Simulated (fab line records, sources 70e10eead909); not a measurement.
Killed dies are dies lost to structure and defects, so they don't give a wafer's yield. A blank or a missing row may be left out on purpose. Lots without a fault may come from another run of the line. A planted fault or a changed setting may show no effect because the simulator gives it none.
Chamber matching | flow nand_harc | NHARC_A_STAIRCASE_ETCHBACK_422 on rie_diel-10: 4 sister chambers
The step etches the open film in CH3F/O2, target depth 40 nm, time 74.286 s. 20 wafers are shown with their chamber, then 10 later ones without.

WAFERS WITH THEIR CHAMBER
wafer  | chamber | drypump_motor_current_A (A) | showerhead_plenum_p_Torr (Torr) | throttle_valve_pct (%)
L075.1 | 2       | 5.3                         | 2.40                            | 20.684
L075.2 | 0       | 5.3                         | 2.46                            | 20.656
L075.4 | 1       | 5.1                         | 2.53                            | 20.664
L079.3 | 3       | 6.2                         | 2.29                            | 20.654
L079.5 | 0       | 5.3                         | 2.46                            | 20.663
L079.6 | 2       | 5.3                         | 2.40                            | 20.669
L081.2 | 0       | 5.3                         | 2.46                            | 20.666
L081.3 | 2       | 5.2                         | 2.40                            | 20.669
L081.5 | 1       | 5.1                         | 2.52                            | 20.654
L085.4 | 1       | 5.1                         | 2.52                            | 20.664
L085.5 | 1       | 5.1                         | 2.52                            | 20.646
L085.6 | 0       | 5.3                         | 2.45                            | 20.671
L086.2 | 1       | 5.1                         | 2.52                            | 20.640
L086.4 | 3       | 6.2                         | 2.66                            | 20.671
L086.6 | 3       | 6.2                         | 2.66                            | 20.664
L089.1 | 0       | 5.3                         | 2.45                            | 20.664
L089.4 | 1       | 5.1                         | 2.52                            | 20.671
L089.5 | 0       | 5.3                         | 2.45                            | 20.664
L090.3 | 3       | 6.2                         | 2.65                            | 20.668
L090.4 | 2       | 5.3                         | 2.39                            | 20.670

SIGNATURES (means of the wafers above)
reading                  | chamber 0 | chamber 1 | chamber 2 | chamber 3 | scatter within a chamber
drypump_motor_current_A  | 5.300     | 5.100     | 5.275     | 6.200     | 0.0217
showerhead_plenum_p_Torr | 2.4550    | 2.5217    | 2.3975    | 2.5650    | 0.0795
throttle_valve_pct       | 20.66400  | 20.65650  | 20.67300  | 20.66425  | 0.0085
Rule: a wafer's distance from a chamber is the root of the sum, over the readings, of the square of ((its reading less the chamber's mean) divided by the reading's scatter). The wafer belongs to the nearest chamber; if the next one is less than 2 further off, it can't be placed. The scatter: the root of (the sum of the squares of (reading less its chamber's mean) over the shown wafers, divided by (wafers less chambers)).

WAFERS WITHOUT THEIR CHAMBER
wafer  | drypump_motor_current_A (A) | showerhead_plenum_p_Torr (Torr) | throttle_valve_pct (%)
L090.6 | 5.3                         | 2.39                            | 20.656
L092.3 | 5.1                         | 2.52                            | 20.675
L092.4 | 5.3                         | 2.39                            | 20.675
L092.5 | 5.3                         | 2.39                            | 20.664
L094.1 | 5.3                         | 2.44                            | 20.659
L094.4 | 5.2                         | 2.39                            | 20.664
L094.6 | 5.1                         | 2.51                            | 20.675
L095.2 | 6.2                         | 2.65                            | 20.666
L095.5 | 5.1                         | 2.51                            | 20.664
L095.6 | 5.3                         | 2.44                            | 20.660

WHICH CHAMBER EACH WENT THROUGH
wafer  | from the rows above          | in truth
L090.6 | can't be placed: 0 or 2      | 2
L092.3 | 1                            | 1
L092.4 | can't be placed: 2 or 0      | 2
L092.5 | can't be placed: 0 or 2      | 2
L094.1 | can't be placed: 0 or 2      | 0
L094.4 | can't be placed: 2 or 0 or 1 | 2
L094.6 | 1                            | 1
L095.2 | 3                            | 3
L095.5 | 1                            | 1
L095.6 | can't be placed: 0 or 2      | 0
Placed correctly: 4 of 10. Can't be placed from these rows: 6 (the true chamber is among the candidates in 6). Placed wrongly: 0.
